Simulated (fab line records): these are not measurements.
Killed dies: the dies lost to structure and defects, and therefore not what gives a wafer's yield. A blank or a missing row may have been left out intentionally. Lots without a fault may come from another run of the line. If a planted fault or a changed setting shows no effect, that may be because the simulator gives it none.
A lot that was struck, set against a sound lot	flow nand_harc	24 out of 1159 route steps
Sound: wafers L378.1, L378.2, L378.6. Struck: wafer L381.5 (left out: L381.4, L381.6 of the same lot, which were not struck); the cause appears at the end.
For every step that has rows: the tool of each side, followed by ch and its chambers, followed by its first start. Under that, the readings that differ: sound wafers	struck wafers	difference of the means	sigmas: that difference in standard deviations of wafers without a fault.
alike: readings with means less than 2 such deviations apart, plus words and numbers identical on both sides. not compared: withheld readings, readings lacking a value on some wafer, bounds such as >300 that could conceal the same value, and numbers that have no deviation in the record and whose values overlap.
The two part at a step that has a row with sigmas, a row that says differs or no value, or rows on one side only. When numbers do not overlap yet have no deviation, they are printed without sigmas and do not part them. Lack of a reading on every wafer of one side parts them only where that side has two or more wafers.

NHARC_A_M0_INSPECT_27:
  struck on defect_inspect-02, day 19 02:26; sound on defect_inspect-01, day 17 20:34
  alike: raw_defect_count
NHARC_A_M0_PRE_CLEAN_31: time 12 s.
  sound on pecvd-02 ch 0,2, day 17 21:13; struck on pecvd-02 ch 2, day 19 02:32
  alike: heater_power_w
NHARC_A_M0_DEP_32: deposits SiCN, target thk 30 nm.
  sound on pecvd-02 ch 0,2, day 17 21:19; struck on pecvd-02 ch 2, day 19 02:42
  alike: heater_power_w
then, 8 steps without rows for these wafers: NHARC_A_M1_DEP_00 (deposits SiOC, target thk 182.5 nm); NHARC_A_M1_DEHYDRATE_01 (time 120 s); NHARC_A_M1_HMDS_02 (time 30 s); NHARC_A_M1_COAT_34 (time 65 s); NHARC_A_M1_COAT_03 (resist thk 90 nm); NHARC_A_M1_SOFTBAKE_04 (time 55 s); NHARC_A_M1_EBR_05; NHARC_A_M1_EXPOSE_06 (exposes mask A M1, target cd 120 nm).
NHARC_A_M1_PEB_07: peb time 65 s.
  sound on litho_track-06 ch 0, day 17 22:35; struck on litho_track-06 ch 0, day 19 03:44
reading	sound	struck	difference	sigmas
heater_power_total_W (W)	156.9 156.3 156.1	162.9	+6.5	+16
  alike: exhaust_pa
then, 1 step without rows for these wafers: NHARC_A_M1_DEVELOP_08 (develop time 35 s).
NHARC_A_M1_CD_MEAS_09 targets a cd of 120 nm.
  sound on cd_sem-01 ch 0, day 17 22:40; struck on cd_sem-01 ch 0, day 19 03:49
reading	sound	struck	difference	sigmas
cd_nm (nm)	120.6 119.9 120.2	116.7	-3.5	-6
NHARC_A_M1_OVL_MEAS_10: pitch 240 nm.
  struck on overlay-02, day 19 03:53; sound on overlay-02, day 17 22:46
  alike: overlay_x_nm, overlay_y_nm
NHARC_A_M1_INSPECT_11:
  struck on defect_inspect-01, day 19 03:56; sound on defect_inspect-01, day 17 22:47
  alike: raw_defect_count
NHARC_A_M1_DESCUM_14: chemistry O2, time 3 s.
  sound on rie_diel-03 ch 0,2,3, day 17 22:51; struck on rie_diel-01 ch 2, day 19 04:00
reading	sound	struck	difference	sigmas
throttle_valve_pct (%)	11.313 11.333 11.319	11.301	-0.021	-2
model.A_M1.cd_nm (nm)	120.9 119.6 120	117.4	-2.8	
  alike: drypump_motor_current_A, oes_product_au, rf_vpp_V, showerhead_plenum_p_Torr
  not compared: rf_hours_counter_h
NHARC_A_M1_ETCH_35: etches the open film in N2/H2, target depth 40 nm, overetch 12 nm, time 43.94 s.
  sound on rie_diel-03 ch 0,1, day 17 22:56; struck on rie_diel-01 ch 3, day 19 04:05
reading	sound	struck	difference	sigmas
rf_vpp_V (V)	427.3 429.1 426.9	432.9	+5.1	+2
  alike: drypump_motor_current_A, oes_product_au, showerhead_plenum_p_Torr, throttle_valve_pct
  not compared: rf_hours_counter_h
NHARC_A_M1_ETCH_15: etches the open film in C4F8/Ar, target depth 182.5 nm, time 91.2 s.
  sound on rie_diel-03 ch 0,2; struck on rie_diel-01 ch 0
  alike: oes_product_au, rf_vpp_V
  not compared: rf_hours_counter_h
NHARC_A_M1_CD_MEAS_16:
  struck on cd_sem-03, day 19 04:18; sound on cd_sem-01, day 17 23:10
reading	sound	struck	difference	sigmas
cd_nm (nm)	121.2 119.2 120.5	117.5	-2.8	-4
NHARC_A_M1_STRIP_18: strips in N2/H2.
  sound on rie_diel-01 ch 0,2,3, day 17 23:14; struck on rie_diel-03 ch 1, day 19 04:27
reading	sound	struck	difference	sigmas
showerhead_plenum_p_Torr (Torr)	2.08 2.07 2.07	1.89	-0.18	-2
  alike: drypump_motor_current_A, oes_product_au, rf_vpp_V, throttle_valve_pct
  not compared: rf_hours_counter_h
NHARC_A_M1_ETCH_28: etches the open film in CF4/N2, target depth 30 nm, time 72.99 s.
  sound on rie_diel-01 ch 1,2; struck on rie_diel-03 ch 2
reading	sound	struck	difference	sigmas
oes_product_au (a.u.)	0.990 1.008 0.992	1.015	+0.018	+2
rf_vpp_V (V)	316.4 314.1 315.4	311.2	-4.1	-2
model.A_M1.cd_nm (nm)	120.5 119.5 120.2	117	-3	
  alike: drypump_motor_current_A, showerhead_plenum_p_Torr, throttle_valve_pct
  not compared: rf_hours_counter_h
then, 1 step without rows for these wafers: NHARC_A_M1_STRIP_19 (strips in post etch residue remover, time 600 s).
NHARC_END_SORT_01:
  the record has rows for the sound wafers here (prober-01 ch 0, day 19 22:50) and none for the struck ones

WHERE THEY PART
Earliest at NHARC_A_M1_PEB_07; latest, in this record, at NHARC_END_SORT_01.

WHY: whatever the simulator had introduced
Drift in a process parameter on litho_track-06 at NHARC_A_M1_PEB_07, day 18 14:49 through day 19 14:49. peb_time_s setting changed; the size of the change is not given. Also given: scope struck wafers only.
